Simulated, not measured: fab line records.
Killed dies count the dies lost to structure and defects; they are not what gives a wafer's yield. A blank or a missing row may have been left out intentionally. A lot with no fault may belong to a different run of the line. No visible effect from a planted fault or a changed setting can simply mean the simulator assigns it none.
Chamber matching -- flow n5Finfet -- 4 sister chambers for N5_SDB_ALD_29 on aldSin-03
The step deposits SiNx, target thk 30 nm, pulse time 1 s, ald cycles 600. 4 wafers are shown with their chamber, then 7 later ones without.

== EACH WAFER AND ITS CHAMBER ==
wafer,chamber,heaterPowerW (W)
L090.4,2,962
L090.6,0,949
L091.1,3,812
L091.3,1,766

== WAFERS WHOSE CHAMBER IS MISSING ==
wafer,heaterPowerW (W)
L091.4,765
L094.2,772
L094.5,990
L094.6,773
L096.4,779
L096.5,796
L096.6,931

== EACH ONE'S CHAMBER ==
wafer,from the rows above,in truth
L091.4,1,1
L094.2,1,1
L094.5,can't be placed: 2 or 0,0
L094.6,1,1
L096.4,can't be placed: 1 or 3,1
L096.5,can't be placed: 3 or 1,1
L096.6,can't be placed: 0 or 2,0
3 of 7 placed correctly. Not placeable from these rows: 4 (in 4, the candidates include the true chamber). Number placed wrongly: 0.
How it was worked out, from the rows above alone: a wafer's distance from a chamber is the root of the sum, over the readings, of the square of ((its reading less the chamber's mean) divided by the reading's scatter). The wafer belongs to the nearest chamber; if the next one is less than 2 further off, it can't be placed. Each chamber's mean is taken over the wafers shown for it. The scatter: with one shown wafer a chamber, the root of the mean of the squares of how far each hidden wafer lies from its nearest shown one.
